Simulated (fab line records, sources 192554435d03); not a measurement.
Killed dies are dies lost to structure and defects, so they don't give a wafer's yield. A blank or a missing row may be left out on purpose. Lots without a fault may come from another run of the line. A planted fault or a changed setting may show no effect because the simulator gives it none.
fab line records | flow n5_finfet | part 2 of 2: steps 5 to 6 of 6
record lots=23 wafers=69 last_day=18
route steps=1938 shown MOL_CONTACT_COAG@560 BEOL_M0_SAQP@662
lots that met no fault: from a run of the same line without faults
start_h: hours from the record's first day to the start of the lot's first wafer shown | wait_h: hours since the lot's step before | " the same as in the row above | L1.1+2: a row that stands for several wafers | - no value, or no start given | * or withheld: withheld | < > ~ a bound
route shown NAME@n: a module of which the file shows steps, and the number in the route of the first | usual: mean/standard deviation of fault-free wafers | same: alike in all rows | chamber/n: place in a boat | sites: the reading at each site | _std_site: their standard deviation | _edge_site: outer sites' mean less inner sites' | radius_mm: how far each site lies from the wafer's centre | mask NAME#n: copy n | behind: the tool/chamber that last shaped the wafer | hold: why the lot was held/for how many hours/how that ended | device: the transistor (n, p or np) that didn't switch | end of line: the same wafers' tests at the end of the route | a step without rows: its recipe alone | killed: dies lost to structure and defects at the first sort, not the wafer's yield | map: a wafer's dies, x killed, . not, _ none there
set.NAME: the setting as run; set.NAME@STEP: as run at that earlier step | model.NAME: the simulator's own value behind a step, which no gauge read
steps of the route over a sample of lots; a table a step, a row a wafer
services: from which hour (start_h, from the record's first day; less than 0 if before it) a tool's chamber was out of use, for how many hours, and why
## steps
# step N5_BEOL_M0_SAQP_RECESS_114
# recipe chemistry=HF/NH3 target=SiO2 target_depth_a=144 afs_cycles=3 temp_c=30 sublimation_temp_c=180 sublimation_time_s=60
# usual drypump_motor_current_A=5.9/0.8
# columns lot.wafer tool chamber start_h wait_h drypump_motor_current_A
L074.1 vapor_etch-01 0 114.70 0.3 6.2
L074.3 " 1 " " 5.7
L074.5 " 0 " " 6.1
L075.3 vapor_etch-01 0 120.60 1.3 6.2
L075.4 " 1 " " 5.7
L075.6 " 0 " " 6.2
L077.1 vapor_etch-01 1 128.50 0.0 5.7
L077.3 " 1 " " 5.8
L077.5 " 0 " " 6.2
L078.2 vapor_etch-01 1 138.81 0.0 5.7
L078.4 " 1 " " 5.7
L078.5 " 1 " " 5.7
L079.3 vapor_etch-02 0 141.73 0.1 6.8
L079.4 " 1 " " 4.7
L079.6 " 0 " " 6.9
L080.1 vapor_etch-02 1 144.59 0.0 4.7
L080.2 " 0 " " 6.9
L080.6 " 0 " " 6.8
L081.2 vapor_etch-02 1 160.75 0.0 4.7
L081.4 " 1 " " 4.7
L081.5 " 1 " " 4.7
L082.2 vapor_etch-01 1 164.21 0.0 5.8
L082.4 " 1 " " 5.8
L082.6 " 1 " " 5.8
L084.1 vapor_etch-01 0 166.76 0.0 6.1
L084.3 " 1 " " 5.7
L084.4 " 0 " " 6.1
L083.2 vapor_etch-02 0 166.97 0.0 6.8
L083.4 " 1 " " 4.7
L083.5 " 0 " " 6.8
L085.3 vapor_etch-01 0 180.29 0.1 6.2
L085.5 " 1 " " 5.7
L085.6 " 0 " " 6.1
L086.1 vapor_etch-02 0 193.72 0.0 6.8
L086.2 " 1 " " 4.7
L086.5 " 0 " " 6.8
L087.2 vapor_etch-02 0 194.88 0.0 6.8
L087.4 " 0 " " 6.8
L087.6 " 0 " " 6.9
L088.2 vapor_etch-02 1 201.73 0.0 4.7
L088.3 " 1 " " 4.7
L088.5 " 0 " " 6.8
L089.2 vapor_etch-02 0 204.52 0.3 6.8
L089.4 " 1 " " 4.7
L089.6 " 1 " " 4.7
L091.2 vapor_etch-01 1 210.49 0.0 5.7
L091.4 " 1 " " 5.8
L091.6 " 0 " " 6.1
L090.1 vapor_etch-02 1 213.26 0.0 4.7
L090.5 " 1 " " 4.7
L090.6 " 0 " " 6.8
L092.2 vapor_etch-01 0 219.23 0.0 6.2
L092.5 " 0 " " 6.1
L092.6 " 1 " " 5.7
L093.3 vapor_etch-02 1 227.06 0.1 4.7
L093.4 " 0 " " 6.9
L093.5 " 0 " " 6.8
L094.4 vapor_etch-01 1 234.70 0.1 5.7
L094.5 " 0 " " 6.2
L094.6 " 1 " " 5.8
L095.1 vapor_etch-02 1 240.09 0.3 4.7
L095.5 " 1 " " 4.7
L095.6 " 0 " " 6.8
L097.1 vapor_etch-02 0 245.68 0.0 6.8
L097.4 " 1 " " 4.7
L097.5 " 1 " " 4.7
L096.1 vapor_etch-02 0 248.77 0.0 6.8
L096.2 " 1 " " 4.7
L096.3 " 0 " " 6.8
# step N5_BEOL_M0_SAQP_ETCH_49
# recipe chemistry=CF4/O2 target_depth_a=370 target=SiO2 pressure_mtorr=40 source_w=535 bias_w=49 Ar_flow_sccm=100 cf4_flow_sccm=100 O2_flow_sccm=10 ion_energy_ev=100
# usual O2_flow_sccm=10.00/0.031 drypump_motor_current_A=5.7/0.48 mfc_ar_sccm=100.03/0.28 oes_product_au=0.76/0.083 rf_vpp_V=242/7.7 showerhead_plenum_p_Torr=2.21/0.061 throttle_valve_pct=15.93/0.29
# columns lot.wafer tool chamber start_h wait_h O2_flow_sccm drypump_motor_current_A mfc_ar_sccm oes_product_au rf_hours_counter_h rf_vpp_V showerhead_plenum_p_Torr throttle_valve_pct
L074.1 rie_diel-04 2 122.03 0.3 10.01 6.2 99.59 0.70 206 240 2.28 16.22
L074.3 " 3 " " 10.00 5.3 100.14 0.72 191 243 2.29 15.78
L074.5 " 1 " " 10.00 6.5 99.89 0.80 - 256 2.22 15.55
L075.3 rie_diel-04 1 125.36 0.3 9.97 6.5 100.12 0.80 92 256 2.22 15.56
L075.4 " 0 " " 9.99 5.6 100.23 0.70 235 236 2.18 16.36
L075.6 " 3 " " 10.03 5.3 100.21 0.71 - 244 2.29 15.79
L077.1 rie_diel-04 2 134.43 0.4 10.04 6.1 100.53 0.70 209 241 2.28 16.23
L077.3 " 3 " " 9.98 5.3 100.23 0.72 195 244 2.29 15.79
L077.5 " 0 " " 10.07 5.6 99.80 0.71 - 236 2.18 16.35
L078.2 rie_diel-06 3 143.82 0.3 10.04 5.3 99.88 0.76 151 235 2.13 16.19
L078.4 " 3 " " 10.02 5.3 99.61 0.75 - 236 2.13 16.20
L078.5 " 0 " " 9.96 5.3 100.32 0.86 - 244 2.16 15.97
L079.3 rie_diel-02 1 146.04 0.3 9.99 5.9 100.20 0.86 59 231 2.15 15.50
L079.4 " 2 " " 10.02 5.8 100.12 0.68 216 247 2.19 15.77
L079.6 " 2 " " 9.98 5.8 100.06 0.68 - 246 2.19 15.76
L080.1 rie_diel-06 0 149.11 0.3 10.03 5.4 99.89 0.87 47 243 2.16 15.96
L080.2 " 3 " " 9.98 5.3 100.39 0.76 153 234 2.13 16.17
L080.6 " 2 " " 9.98 4.8 99.95 0.67 - 238 2.27 16.05
L081.2 rie_diel-04 1 165.16 0.3 9.93 6.5 99.86 0.80 103 257 2.21 15.57
L081.4 " 3 " " 10.05 5.3 99.82 0.71 204 243 2.28 15.81
L081.5 " 0 " " 9.94 5.5 99.74 0.70 - 236 2.18 16.39
L082.2 rie_diel-04 2 169.26 0.3 9.99 6.1 99.32 0.69 219 241 2.27 16.24
L082.4 " 3 " " 10.00 5.3 99.48 0.70 205 243 2.28 15.83
L082.6 " 2 " " 10.00 6.1 99.48 0.68 - 241 2.27 16.24
L084.1 rie_diel-06 1 174.16 0.3 9.93 5.2 99.80 0.97 7 252 2.34 15.59
L084.3 " 1 " " 10.02 5.2 100.00 0.97 - 252 2.34 15.58
L084.4 " 3 " " 10.02 5.3 100.42 0.74 - 234 2.12 16.22
L083.2 rie_diel-06 3 174.34 0.3 9.98 5.3 99.88 0.75 163 236 2.12 16.22
L083.4 " 1 " " 10.04 5.2 100.30 0.97 - 251 2.34 15.60
L083.5 " 3 " " 10.02 5.2 99.74 0.74 - 235 2.12 16.23
L085.3 rie_diel-04 3 187.50 0.3 9.98 5.3 100.05 0.71 210 244 2.28 15.82
L085.5 " 1 " " 9.99 6.5 100.00 0.77 - 256 2.21 15.58
L085.6 " 2 " " 9.97 6.1 100.04 0.68 - 240 2.27 16.24
L086.1 rie_diel-02 1 198.11 0.3 10.01 5.9 100.33 0.84 73 231 2.14 15.52
L086.2 " 0 " " 10.00 6.0 99.96 0.75 179 236 2.19 16.23
L086.5 " 1 " " 10.02 5.9 100.15 0.83 - 231 2.14 15.52
L087.2 rie_diel-04 1 199.18 0.3 10.01 6.5 100.06 0.78 114 257 2.21 15.58
L087.4 " 1 " " 9.97 6.5 100.27 0.77 - 257 2.21 15.58
L087.6 " 3 " " 10.06 5.3 99.80 0.70 - 244 2.28 15.83
L088.2 rie_diel-04 2 207.12 0.3 9.98 6.1 100.10 0.68 230 241 2.27 16.27
L088.3 " 3 " " 9.98 5.3 99.94 0.70 217 243 2.28 15.85
L088.5 " 1 " " 9.96 6.5 100.08 0.77 - 257 2.21 15.61
L089.2 rie_diel-02 3 211.22 0.3 10.07 5.1 99.79 0.77 141 245 2.14 16.35
L089.4 " 1 " " 9.99 5.9 100.00 0.82 77 230 2.14 15.54
L089.6 " 1 " " 10.01 5.9 100.27 0.83 - 230 2.14 15.54
L091.2 rie_diel-02 0 215.39 0.3 10.03 6.0 100.17 0.74 185 235 2.19 16.25
L091.4 " 2 " " 9.98 5.7 99.67 0.66 237 246 2.18 15.80
L091.6 " 1 " " 9.97 5.9 100.36 0.83 - 230 2.14 15.54
L090.1 rie_diel-04 3 217.45 0.3 10.00 5.2 99.77 0.69 221 243 2.28 15.84
L090.5 " 2 " " 10.04 6.1 99.46 0.68 - 241 2.27 16.26
L090.6 " 1 " " 10.01 6.5 100.01 0.78 - 257 2.21 15.61
L092.2 rie_diel-04 3 224.75 0.3 10.00 5.3 100.30 0.70 222 243 2.28 15.85
L092.5 " 3 " " 9.99 5.3 100.30 0.70 - 243 2.28 15.84
L092.6 " 2 " " 10.01 6.1 100.08 0.68 - 241 2.27 16.26
L093.3 rie_diel-04 2 231.68 0.3 10.04 6.1 100.08 0.67 238 240 2.27 16.29
L093.4 " 1 " " 9.97 6.5 100.26 0.77 124 259 2.21 15.61
L093.5 " 3 " " 9.97 5.3 100.03 0.69 - 245 2.28 15.84
L094.4 rie_diel-02 2 239.36 0.3 9.94 5.8 99.93 0.67 244 246 2.18 15.82
L094.5 " 3 " " 10.00 5.0 100.16 0.76 - 244 2.13 16.35
L094.6 " 2 " " 9.98 5.8 100.29 0.66 - 246 2.18 15.81
L095.1 rie_diel-02 0 244.29 0.4 9.99 5.9 100.00 0.75 192 235 2.19 16.26
L095.5 " 1 " " 10.05 5.9 100.25 0.82 - 231 2.14 15.56
L095.6 " 0 " " 9.96 5.9 100.01 0.73 - 234 2.19 16.25
L097.1 rie_diel-06 3 251.20 0.3 10.01 5.3 99.79 0.72 195 236 2.11 16.28
L097.4 " 0 " " 10.01 5.3 100.47 0.81 - 243 2.15 16.03
L097.5 " 3 " " 10.01 5.3 100.07 0.72 - 235 2.11 16.27
L096.1 rie_diel-04 0 253.58 0.3 9.97 5.6 100.14 0.92 13 237 2.17 15.91
L096.2 " 2 " " 9.97 6.1 99.63 0.69 242 240 2.27 16.28
L096.3 " 3 " " 9.99 5.3 100.10 0.69 230 244 2.27 15.87
## services
# columns tool chamber start_h hours kind
rie_diel-01 - 87.14 1.0 repair
rie_diel-02 3 87.44 2.6 repair
vapor_etch-02 - 104.60 29.9 repair
rie_diel-04 2 109.23 1.6 repair
rie_diel-06 2 112.41 19.7 repair
cmp-03 - 132.68 4.0 pm
rie_diel-04 0 138.95 5.4 repair
cmp-01 - 138.97 12.9 pm
rie_diel-01 - 141.22 1.0 repair
rie_diel-05 - 143.37 14.6 pm
rie_diel-03 3 149.91 2.5 repair
cmp-01 - 152.89 1.3 repair
cmp-04 - 157.62 7.9 pm
rie_diel-02 1 177.11 5.9 repair
rie_diel-05 - 180.40 15.6 pm
rie_diel-06 1 184.00 81.3 repair
rie_diel-02 3 191.84 6.5 repair
rie_diel-04 2 198.53 2.8 repair
cmp-03 - 200.72 4.6 pm
cmp-03 - 215.20 0.3 repair
cmp-04 - 242.38 4.0 pm
rie_diel-02 3 243.66 9.1 repair
rie_diel-02 2 249.10 3.6 repair
rie_diel-03 - 253.52 0.4 repair
